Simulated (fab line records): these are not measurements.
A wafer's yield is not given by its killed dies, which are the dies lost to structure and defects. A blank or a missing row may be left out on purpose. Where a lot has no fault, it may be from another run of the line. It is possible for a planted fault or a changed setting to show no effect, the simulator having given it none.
Split-lot study + flow n5_finfet + on a route of 1938 steps: 7 lots, 21 wafers read

## ON THE SPLIT
At N5_PASSIVATION_EXPOSE_27 (exposes mask PAD, defocus 0 nm), the setting dose_mj was moved away from the recipe's 32.3 on 10 of the 21 wafers read, by -4.3% to +7.4%. All remaining wafers had this setting at the recipe value.

## FROM THE SPLIT TO THE READING: what the file shows between them, 3 steps
- N5_PASSIVATION_PEB_28
- N5_PASSIVATION_DEVELOP_29: develop time 60 s
- N5_PASSIVATION_HARDBAKE_31: time 120 s

## THE READING
Shown in nm: cd_nm at N5_PASSIVATION_CD_MEAS_30, with target cd 4000 nm. Fault-free wafers of this fab line usually give 4000 nm, standard deviation 3 nm.

| wafer  | tool, chamber at the split | dose_mj as run | against the recipe | cd_nm, nm | against lot-mates on the recipe |
|--------|----------------------------|----------------|--------------------|-----------|---------------------------------|
| L075.1 | krf_scanner-02, 0          | 32.3           | recipe             | 3994      | -                               |
| L075.3 | krf_scanner-02, 0          | 30.92          | -4.3%              | 3990      | -4                              |
| L075.6 | krf_scanner-02, 0          | 30.92          | -4.3%              | 3991      | -3                              |
| L076.4 | krf_scanner-01, 0          | 34.7           | +7.4%              | 4015      | +12                             |
| L076.5 | krf_scanner-01, 0          | 32.3           | recipe             | 4003      | -                               |
| L076.6 | krf_scanner-01, 0          | 34.7           | +7.4%              | 4011      | +8                              |
| L078.2 | krf_scanner-01, 0          | 34.08          | +5.5%              | 4013      | +14                             |
| L078.3 | krf_scanner-01, 0          | 32.3           | recipe             | 3999      | -                               |
| L078.5 | krf_scanner-01, 0          | 34.08          | +5.5%              | 4014      | +15                             |
| L082.1 | krf_scanner-02, 0          | 32.3           | recipe             | 4003      | -                               |
| L082.3 | krf_scanner-02, 0          | 32.3           | recipe             | 4001      | -                               |
| L082.4 | krf_scanner-02, 0          | 32.3           | recipe             | 4003      | -                               |
| L083.2 | krf_scanner-02, 0          | 32.3           | recipe             | 4001      | -                               |
| L083.4 | krf_scanner-02, 0          | 32.3           | recipe             | 4002      | -                               |
| L083.6 | krf_scanner-02, 0          | 32.96          | +2.0%              | 4002      | +0                              |
| L087.3 | krf_scanner-02, 0          | 31.18          | -3.5%              | 3995      | -7                              |
| L087.5 | krf_scanner-02, 0          | 31.18          | -3.5%              | 3992      | -10                             |
| L087.6 | krf_scanner-02, 0          | 32.3           | recipe             | 4002      | -                               |
| L089.2 | krf_scanner-02, 0          | 34.05          | +5.4%              | 4004      | +6                              |
| L089.3 | krf_scanner-02, 0          | 32.3           | recipe             | 3997      | -                               |
| L089.6 | krf_scanner-02, 0          | 32.3           | recipe             | 4000      | -                               |

FIT RESULTS
A straight line over all 21 wafers: cd_nm changes by +1.87 nm for each +1% of dose_mj; r = +0.92; the points scatter about the line by 2.9 nm.
The same after taking each lot's own level away (the mean of its wafers on the recipe; 21 wafers): +1.61 nm for each +1%; r = +0.90; scatter 2.8 nm.
The reading moves by 12 nm for the largest change in dose_mj, on that fit.
Measured against the standard deviation above, the lots' own levels, which go from 3994.0 to 4003.0 nm, span 3.0 times it.
Hence the slope depends on the lot-to-lot level, as the two fits are not the same.
Check: with one of the wafers moved furthest among these (+7.4%) left out of the fit, the line predicts +12.1 nm for it against its lot-mates. It came out at +12 nm against them.

## THE FILE'S OWN FIT
cd_nm changes by +1.5 nm for each +1% of dose_mj, r = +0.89.
